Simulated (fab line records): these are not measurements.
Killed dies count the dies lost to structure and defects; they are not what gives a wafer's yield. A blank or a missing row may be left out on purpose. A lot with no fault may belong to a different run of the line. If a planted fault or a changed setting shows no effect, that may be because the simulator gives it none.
fab line records	flow nandHarc
record: lots: 10	wafers: 30	lastDay: 25
route steps=1159 shown P_CONTACT@235 P_M0@267 END@1159
lots that met no fault: from a run of the same line without faults
startH: start of the lot's first displayed wafer, in hours after the record's first day	waitH: hours since the lot's step before	" identical to the entry in the row above	L1.1+2: several wafers, shown together as one row	- value missing, or start not given	* or withheld: withheld	< > ~ a bound
route shown NAME@n: NAME is a module with steps in the file, n the number in the route of the first one	usual: mean/standard deviation taken from wafers without a fault	same: alike in all rows	chamber/n: place in a boat	sites: the reading at each site	_std_site: the values' standard deviation	_edge_site: outer sites' mean less inner sites'	radiusMm: for every site, how far away it sits from the centre of the wafer	mask NAME#n: copy n	behind: the most recent tool/chamber to have shaped the wafer	hold: why the lot went on hold/how many hours it stayed there/how the hold came to an end	device: the n, p or np transistor that did not switch	end of line: tests of these same wafers at the route's end	a step with no rows: only its recipe	killed: count of dies lost to structure and defects at first sort (not the wafer's yield)	map: dies across one wafer; x = killed, . = not, _ = none there
set.NAME: the setting as run; set.NAME@STEP: as run at that earlier step	model.NAME: the simulator's own value behind a step, which no gauge read
steps of the route over a sample of lots; a table a step, a row a wafer
services: the hour from which a tool's chamber was out of use, counted from the record's first day as startH (under 0 if before that day), plus the number of hours and why
== steps ==
step: NHARC_P_CONTACT_DESCUM_17
recipe: timeS: 3	o2FlowSccm: 200	arFlowSccm: 0	biasPowerW: 0	chemistry: O2
usual: drypumpMotorCurrentA: 5.7/0.49	mfcArSccm: 0.007/0.0091	oesProductAu: 1.002/0.013	rfVppV: 57.8/0.92	showerheadPlenumPTorr: 1.93/0.072	throttleValvePct: 11.311/0.0087
lot.wafer	tool	chamber	startH	waitH	drypumpMotorCurrentA	mfcArSccm	oesProductAu	rfHoursCounterH	rfVppV	showerheadPlenumPTorr	throttleValvePct
L300.2	rieDiel-02	1	112.72	0.1	6.5	0.020	1.013	12	57.2	1.86	11.305
L300.4	"	3	"	"	5.8	0	0.997	14	57.2	1.93	11.317
L300.5	"	1	"	"	6.5	0.020	1.004	-	57.3	1.86	11.313
L301.3	rieDiel-10	2	132.63	0.1	5.0	0.019	0.998	12	56.4	1.88	11.319
L301.1	"	0	"	"	5.7	0	1.028	13	57.2	1.81	11.311
L301.6	"	1	"	"	5.7	0.019	1.001	-	58.1	1.93	11.305
L310.1	rieDiel-02	1	175.05	0.1	6.5	0.020	0.970	2	58.2	1.86	11.308
L310.6	"	0	"	"	5.9	0	1.021	-	58.5	2.03	11.302
L310.5	"	1	"	"	6.5	0.020	0.970	-	57.0	1.86	11.298
L311.2	rieDiel-02	2	186.56	0.1	5.9	0	1.001	2	58.0	2.04	11.323
L311.4	"	3	"	"	5.8	0	1.025	2	58.7	1.93	11.297
L311.1	"	0	"	"	5.9	0	1.030	2	58.0	2.03	11.312
L314.2	rieDiel-04	3	196.91	0.1	5.6	0.014	1.018	24	59.1	1.81	11.307
L314.4	"	0	"	"	6.7	0	0.992	25	58.4	1.96	11.309
L314.6	"	1	"	"	4.7	0.008	0.999	-	56.8	1.92	11.309
L316.3	rieDiel-10	0	212.56	0.1	5.7	0	1.001	2	57.0	1.80	11.326
L316.1	"	3	"	"	5.4	0	1.000	2	58.1	1.94	11.312
L316.5	"	1	"	"	5.7	0.019	0.972	-	58.5	1.93	11.309
L319.3	rieDiel-02	2	230.96	0.1	5.9	0	0.991	7	58.9	2.04	11.310
L319.1	"	0	"	"	5.8	0	1.013	7	56.4	2.02	11.298
L319.5	"	2	"	"	5.9	0	0.988	-	58.5	2.04	11.317
L318.2	rieDiel-10	2	231.48	0.1	5.0	0.019	1.008	5	57.1	1.87	11.313
L318.3	"	1	"	"	5.6	0.019	0.993	4	59.0	1.93	11.308
L318.5	"	3	"	"	5.5	0	0.993	-	59.4	1.94	11.321
L321.1	rieDiel-02	2	240.10	0.1	5.9	0	0.992	8	58.3	2.04	11.316
L321.6	"	2	"	"	5.9	0	0.999	-	58.3	2.04	11.313
L321.5	"	3	"	"	5.8	0	1.010	-	60.3	1.93	11.315
L322.4	rieDiel-10	1	252.03	0.1	5.6	0.019	1.000	5	57.0	1.93	11.317
L322.2	"	3	"	"	5.4	0	0.990	6	58.1	1.94	11.320
L322.5	"	0	"	"	5.7	0	1.009	-	56.5	1.80	11.311
step: NHARC_P_CONTACT_INSPECT_27
usual: rawDefectCount: 301/120
lot.wafer	tool	chamber	startH	waitH	rawDefectCount
L300.2	defectInspect-02	-	120.12	0.1	274
L300.4	"	-	"	"	280
L300.5	"	-	"	"	200
L301.1	defectInspect-01	-	135.80	0.1	287
L301.3	"	-	"	"	321
L301.6	"	-	"	"	303
L310.1	defectInspect-02	-	178.14	0.1	221
L310.5	"	-	"	"	220
L310.6	"	-	"	"	207
L311.1	defectInspect-02	-	193.88	0.1	224
L311.2	"	-	"	"	262
L311.4	"	-	"	"	493
L314.2	defectInspect-01	-	206.32	0.1	230
L314.4	"	-	"	"	292
L314.6	"	-	"	"	325
L316.1	defectInspect-01	-	217.07	0.1	383
L316.3	"	-	"	"	329
L316.5	"	-	"	"	351
L319.1	defectInspect-01	-	238.97	0.1	300
L319.3	"	-	"	"	298
L319.5	"	-	"	"	333
L318.2	defectInspect-02	-	239.00	0.1	262
L318.3	"	-	"	"	333
L318.5	"	-	"	"	472
L321.1	defectInspect-02	-	243.32	0.1	238
L321.5	"	-	"	"	404
L321.6	"	-	"	"	318
L322.2	defectInspect-02	-	256.79	0.1	412
L322.4	"	-	"	"	388
L322.5	"	-	"	"	401
step: NHARC_P_M0_ETCH_34
recipe: targetDepthA: 400	overetchA: 120	timeS: 43.94	ionEnergyEv: 200	n2FlowSccm: 150	h2FlowSccm: 150	arFlowSccm: 0	rfW: 400	biasW: 150	chemistry: N2/H2
usual: drypumpMotorCurrentA: 5.64/0.28	mfcArSccm: 0.012/0.012	oesProductAu: 1.000/0.016	rfVppV: 430.9/3	showerheadPlenumPTorr: 2.06/0.1	throttleValvePct: 14.170/0.0086
lot.wafer	tool	chamber	startH	waitH	drypumpMotorCurrentA	mfcArSccm	oesProductAu	rfHoursCounterH	rfVppV	showerheadPlenumPTorr	throttleValvePct
L300.2	rieDiel-12	1	121.18	0.1	5.67	0.009	0.998	6	431.4	2.05	14.171
L300.4	"	3	"	"	5.13	0	0.978	6	425.4	1.90	14.173
L300.5	"	1	"	"	5.62	0.009	0.986	-	429.1	2.05	14.159
L301.3	rieDiel-01	2	136.85	0.1	6.07	0	0.974	10	434.3	2.17	14.168
L301.1	"	0	"	"	6.07	0	1.007	11	434.6	2.14	14.171
L301.6	"	3	"	"	5.84	0	0.993	-	430.9	2.04	14.168
L310.1	rieDiel-12	2	179.20	0.1	5.54	0.012	0.963	11	430.5	1.99	14.176
L310.5	"	3	"	"	5.12	0	0.980	-	425.7	1.89	14.168
L310.6	"	0	"	"	5.95	0.024	1.004	-	430.9	2.06	14.176
L311.4	rieDiel-01	0	195.05	0.1	6.10	0	1.015	4	433.9	2.14	14.167
L311.1	"	1	"	"	5.38	0	1.001	3	431.8	2.09	14.170
L311.2	"	2	"	"	6.05	0	0.988	2	434.1	2.17	14.166
L314.2	rieDiel-09	2	207.50	0.1	5.70	0.004	0.975	9	428.2	1.98	14.175
L314.4	"	0	"	"	5.84	0.013	1.021	9	433.7	2.20	14.166
L314.6	"	1	"	"	5.57	0.030	1.009	-	428.5	1.95	14.163
L316.3	rieDiel-12	1	218.13	0.1	5.64	0.009	0.999	0	429.4	2.05	14.164
L316.1	"	2	"	"	5.53	0.012	0.987	0	428.1	1.98	14.166
L316.5	"	0	"	"	5.92	0.024	1.030	-	430.7	2.06	14.163
L319.1	rieDiel-09	0	240.36	0.1	5.79	0.013	1.029	11	434.5	2.20	14.187
L319.3	"	1	"	"	5.62	0.030	1.004	12	427.2	1.95	14.171
L319.5	"	1	"	"	5.65	0.030	1.014	-	428.6	1.95	14.161
L318.3	rieDiel-12	0	240.77	0.3	5.94	0.024	1.011	2	430.6	2.06	14.178
L318.2	"	3	"	"	5.13	0	0.999	2	426.9	1.89	14.183
L318.5	"	1	"	"	5.59	0.009	1.014	-	431.1	2.05	14.153
L321.1	rieDiel-09	1	244.48	0.1	5.62	0.030	1.017	12	425.7	1.95	14.161
L321.6	"	3	"	"	5.32	0.031	0.989	-	435.6	2.20	14.187
L321.5	"	0	"	"	5.81	0.013	1.030	-	434.0	2.20	14.155
L322.2	rieDiel-01	0	257.83	0.1	6.09	0	1.001	9	432.3	2.14	14.175
L322.4	"	1	"	"	5.42	0	1.012	9	431.8	2.08	14.175
L322.5	"	0	"	"	6.08	0	1.005	-	433.0	2.14	14.160
step: NHARC_P_M0_ECD_22
recipe: targetThkA: 4000	bathTempC: 25	material: Cu
usual: bathHeatDutyPct: 6.2/0.59	bathTempC: 25.01/0.1
lot.wafer	tool	chamber	startH	waitH	bathHeatDutyPct	bathTempC
L300.2	ecdCu-01	1	122.42	-	7.0	24.85
L300.4	"	0	"	"	5.6	25.15
L300.5	"	1	"	"	7.2	24.89
L301.1	ecdCu-02	0	138.10	-	6.9	25.09
L301.3	"	0	"	"	6.0	25.06
L301.6	"	0	"	"	6.5	24.89
L310.1	ecdCu-01	0	180.43	-	-	-
L310.6	"	1	"	"	-	-
L310.5	"	0	"	"	-	-
L311.2	ecdCu-02	0	196.24	-	-	-
L311.1	"	1	"	"	-	-
L311.4	"	0	"	"	-	-
L314.2	ecdCu-02	0	208.75	-	6.2	24.86
L314.4	"	0	"	"	6.0	25.01
L314.6	"	0	"	"	5.9	24.93
L316.1	ecdCu-02	1	219.31	-	6.3	25.08
L316.3	"	0	"	"	6.5	24.98
L316.5	"	0	"	"	5.8	25.03
L319.1	ecdCu-02	0	241.56	-	6.1	25.04
L319.3	"	0	"	"	6.5	25.12
L319.5	"	0	"	"	6.2	25.13
L318.2	ecdCu-01	0	242.04	-	5.0	25.11
L318.3	"	0	"	"	5.9	24.98
L318.5	"	0	"	"	4.6	24.90
L321.1	ecdCu-02	1	245.66	-	6.1	24.99
L321.5	"	1	"	"	6.7	24.99
L321.6	"	0	"	"	6.7	24.86
L322.2	ecdCu-02	0	259.07	-	6.3	25.04
L322.4	"	1	"	"	6.3	24.80
L322.5	"	0	"	"	6.9	24.69
step: NHARC_P_M0_CMP_23
recipe: tOverpolishS: 20	targetThkNm: 117.53
usual: motorCurrentA: 12.1/0.81	timeToEndpointS: 28.7/2.6
lot.wafer	tool	chamber	startH	waitH	motorCurrentA	timeToEndpointS
L300.4	cmp-04	3	123.13	-	13.6	26.6
L300.2	"	2	"	"	11.2	28.5
L300.5	"	3	"	"	13.6	28.7
L301.3	cmp-02	1	138.83	-	10.5	25.8
L301.1	"	2	"	"	11.7	32.0
L301.6	"	3	"	"	13.0	27.4
L310.1	cmp-04	1	181.19	-	12.2	0.0
L310.5	"	2	"	"	11.0	5.3
L310.6	"	3	"	"	12.6	1.6
L311.1	cmp-01	2	196.95	-	11.8	0.0
L311.4	"	3	"	"	10.1	3.1
L311.2	"	1	"	"	12.5	1.8
L314.2	cmp-02	0	209.47	-	12.7	29.5
L314.4	"	3	"	"	12.7	26.6
L314.6	"	1	"	"	10.8	29.3
L316.1	cmp-01	3	220.07	-	11.4	33.4
L316.3	"	0	"	"	11.9	26.1
L316.5	"	3	"	"	11.1	28.9
L319.1	cmp-04	2	242.29	-	11.1	29.8
L319.3	"	3	"	"	13.6	31.4
L319.5	"	3	"	"	13.2	31.0
L318.3	cmp-02	3	242.75	-	13.0	24.1
L318.2	"	0	"	"	12.8	28.6
L318.5	"	2	"	"	11.9	27.7
L321.1	cmp-02	3	246.50	-	13.4	24.8
L321.5	"	0	"	"	12.0	27.5
L321.6	"	1	"	"	11.2	26.3
L322.4	cmp-04	3	259.91	-	13.2	30.5
L322.2	"	0	"	"	13.4	35.4
L322.5	"	1	"	"	11.9	25.9
step: NHARC_P_M0_THK_MEAS_24
recipe: thkMeasGauge: xrf
usual: thkNm: 117.4/1.5
lot.wafer	tool	chamber	startH	waitH	thkNm
L300.2	filmMetro-01	-	123.44	-	117.9
L300.4	"	-	"	"	119.5
L300.5	"	-	"	"	118.8
L301.1	filmMetro-01	-	139.08	-	119.6
L301.3	"	-	"	"	117.5
L301.6	"	-	"	"	118.4
L310.1	filmMetro-01	-	181.42	-	29.1
L310.5	"	-	"	"	31.4
L310.6	"	-	"	"	30.1
L311.1	filmMetro-01	-	197.27	-	30.4
L311.2	"	-	"	"	29.2
L311.4	"	-	"	"	27.0
L314.2	filmMetro-01	-	209.79	-	117.0
L314.4	"	-	"	"	115.7
L314.6	"	-	"	"	115.1
L316.1	filmMetro-01	-	220.36	-	117.2
L316.3	"	-	"	"	117.4
L316.5	"	-	"	"	116.7
L319.1	filmMetro-01	-	242.60	-	118.4
L319.3	"	-	"	"	118.6
L319.5	"	-	"	"	119.8
L318.2	filmMetro-01	-	243.03	-	116.8
L318.3	"	-	"	"	116.3
L318.5	"	-	"	"	119.4
L321.1	filmMetro-01	-	246.73	-	115.9
L321.5	"	-	"	"	118.5
L321.6	"	-	"	"	116.4
L322.2	filmMetro-01	-	260.16	-	119.7
L322.4	"	-	"	"	117.0
L322.5	"	-	"	"	117.5
step: NHARC_END_SORT_01
recipe: tempC: 25
usual: defectLimitedYield: 95.8/1.3	killedAtArray: 24/8.7	killedAtOther: 0.8/1.2	killedAtPeriphery: 3.6/2.3	killedDies: 28/8.9	killedOpen: 3.2/1.9	killedShort: 2.0/1.6	sort_bin_2_pct: 1.3/0.57	sort_bin_3_pct: 0.22/0.19	sort_bin_4_pct: 2.7/0.89	sortNPass: 649/8.9	sortRimYieldPct: 95/3.1	sortYieldPct: 95.8/1.3
same: grossDies: 677	sort_bin_5_pct[%]: 0	sort_bin_6_pct[%]: 0	sort_bin_7_pct[%]: 0	sort_bin_8_pct[%]: 0	sortRimNGross: 106.00
lot.wafer	tool	chamber	startH	waitH	defectLimitedYield[%]	killedAtArray	killedAtOther	killedAtPeriphery	killedDies	killedOpen	killedShort	sort_bin_2_pct[%]	sort_bin_3_pct[%]	sort_bin_4_pct[%]	sortNPass	sortRimYieldPct[%]	sortYieldPct[%]
L310.1	prober-01	0	526.03	2.5	0	19	0	658	677	3	1	97.5	0.30	2.2	0	0	0
L310.5	prober-01	0	529.20	3.7	0	19	1	657	677	7	1	97.5	0.44	2.1	0	0	0
L310.6	prober-01	0	529.99	4.0	0	17	0	660	677	0	0	97.3	0.15	2.5	0	0	0
L311.1	prober-02	0	553.94	2.5	0	26	4	647	677	3	4	97.0	0.59	2.4	0	0	0
L311.2	prober-02	0	554.76	2.8	0	29	2	646	677	6	3	96.6	0.15	3.2	0	0	0
L311.4	prober-02	0	556.40	3.4	0	20	1	656	677	3	1	97.3	0	2.7	0	0	0
L314.2	prober-01	0	562.53	2.8	94.2	36	1	2	39	5	3	1.5	0.15	4.1	638	96	94.2
L314.4	prober-01	0	564.14	3.4	95.7	28	0	1	29	2	5	1.8	0.15	2.4	648	95	95.7
L314.6	prober-01	0	565.75	4.0	94.2	34	2	3	39	1	4	0.6	0.59	4.6	638	97	94.2
killed by level:class
L310.1 P_M0:areaEcd=652 A_CHANNEL_HOLE_D1:chamberFilmFlake=12 A_CONTACT:chamberFilmFlake=3 P_BONDPAD:chamberFilmFlake=2 A_STAIRCASE:chamberFilmFlake=2 P_CONTACT:geometricParticle:open=1 P_M0:geometricParticle:short=1 A_CONTACT:geometricParticle:open=1
L310.5 P_M0:areaEcd=653 A_CHANNEL_HOLE_D1:chamberFilmFlake=9 A_STAIRCASE:chamberFilmFlake=6 P_M0:geometricParticle:open=3 A_CONTACT:geometricParticle:open=2 A_M0:geometricParticle:open=1 A_M1:geometricParticle:short=1 STARTING-WAFER:geometricParticle:open=1
L310.6 P_M0:areaEcd=657 A_CHANNEL_HOLE_D1:chamberFilmFlake=11 A_STAIRCASE:chamberFilmFlake=4 P_STI:chamberFilmFlake=3 A_CONTACT:chamberFilmFlake=2
L311.1 P_M0:areaEcd=643 A_CHANNEL_HOLE_D1:chamberFilmFlake=13 A_CONTACT:chamberFilmFlake=5 THIN_TSV:chamberFilmFlake=4 A_CHANNEL_FILL_D1:geometricParticle:short=3 P_M1:chamberFilmFlake=3 A_CHANNEL_FILL_D1:geometricParticle:open=1 A_WL_FILL:geometricParticle:open=1
L311.2 P_M0:areaEcd=636 A_CHANNEL_HOLE_D1:chamberFilmFlake=10 P_M1:chamberFilmFlake=6 A_CONTACT:chamberFilmFlake=5 A_M0:chamberFilmFlake=4 A_CONTACT:geometricParticle:open=3 THIN_TSV:chamberFilmFlake=2 P_M0:geometricParticle:short=1
L311.4 P_M0:areaEcd=650 A_CHANNEL_HOLE_D1:chamberFilmFlake=14 P_M1:chamberFilmFlake=4 A_CONTACT:chamberFilmFlake=3 P_M1:geometricParticle:open=1 P_BONDPAD:geometricParticle:open=1 A_CHANNEL_FILL_D1:geometricParticle:short=1 A_CONTACT:geometricParticle:open=1
L314.2 A_SLIT:chamberFilmFlake=18 A_CHANNEL_HOLE_D1:chamberFilmFlake=8 A_CONTACT:geometricParticle:open=3 A_CONTACT:chamberFilmFlake=3 P_M1:geometricParticle:open=1 P_M2:geometricParticle:short=1 A_ONON_D1:geometricParticle:short=1 A_CHANNEL_FILL_D1:geometricParticle:open=1
L314.4 A_SLIT:chamberFilmFlake=12 A_CHANNEL_HOLE_D1:chamberFilmFlake=6 A_STAIRCASE:chamberFilmFlake=3 A_ONON_D1:geometricParticle:short=2 P_M0:geometricParticle:short=1 A_CHANNEL_FILL_D1:geometricParticle:open=1 A_STAIRCASE:geometricParticle:short=1 A_CONTACT:geometricParticle:open=1
L314.6 A_SLIT:chamberFilmFlake=15 A_CHANNEL_HOLE_D1:chamberFilmFlake=13 P_GATE:geometricParticle:short=2 A_STAIRCASE:chamberFilmFlake=2 THIN_TSV:chamberFilmFlake=2 A_WL_FILL:geometricParticle:short=1 A_BLC:geometricParticle:open=1 A_M1:geometricParticle:short=1
== services ==
tool	chamber	startH	hours	kind
rieDiel-02	2	94.90	9.8	repair
cmp-02	-	95.12	3.1	repair
rieDiel-02	3	102.63	5.1	repair
cmp-04	-	105.07	4.0	pm
rieDiel-10	2	112.56	2.2	repair
cmp-02	-	128.50	4.0	pm
rieDiel-12	-	144.09	0.6	repair
rieDiel-02	-	150.78	9.0	pm
cmp-02	-	156.54	1.3	repair
rieDiel-10	-	176.50	9.0	pm
ecdCu-02	-	180.08	8.0	pm
cmp-02	-	183.24	0.3	repair
cmp-04	-	184.15	0.4	repair
cmp-04	-	185.30	0.8	repair
rieDiel-12	-	202.41	9.0	pm
cmp-04	-	203.07	4.0	pm
rieDiel-10	1	204.97	3.9	repair
cmp-02	-	213.32	2.1	repair
cmp-02	-	215.55	0.4	repair
rieDiel-10	0	217.32	19.7	repair
rieDiel-02	1	219.32	3.7	repair
cmp-02	-	220.39	1.6	repair
rieDiel-02	1	223.10	4.4	repair
cmp-02	-	226.50	4.0	pm
== key ==
firstSign: step: NHARC_P_M0_ECD_22	reading: toolRecord	direction: missing
effect: step: NHARC_P_M0_CMP_23	reading: timeToEndpointS	direction: down	sigmas: 10	usual: *	struck: *
effect: step: NHARC_P_M0_THK_MEAS_24	reading: thkNm	direction: down	sigmas: 57	usual: 117.4	struck: 29.5
effect: step: NHARC_END_SORT_01	reading: killedAtPeriphery	direction: up	sigmas: 99+	usual: 3.6	struck: 654
moreKillsBornAt: NHARC_P_M0_ECD_22@ecdCu-01: 1962	NHARC_P_M0_ECD_22@ecdCu-02: 1929
metAt NHARC_P_M0_ECD_22
struckLots L310,L311
laterRowsLeftOut L310.1,L310.5,L310.6,L311.1,L311.2,L311.4
notActingAt NHARC_P_CONTACT_DESCUM_17,NHARC_P_CONTACT_INSPECT_27,NHARC_P_M0_ETCH_34
onsetBetween 138.10 180.43
fault: kind: skippedStepWhole	tool: ecdCu-01,ecdCu-02	chamber: -	onsetH: 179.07	steps: NHARC_P_M0_ECD_22	scope: struckLotsOnly
laterRowsLeftOut: the simulator's readings of these wafers behind a module that went badly wrong aren't trusted and aren't shown, but for the sort
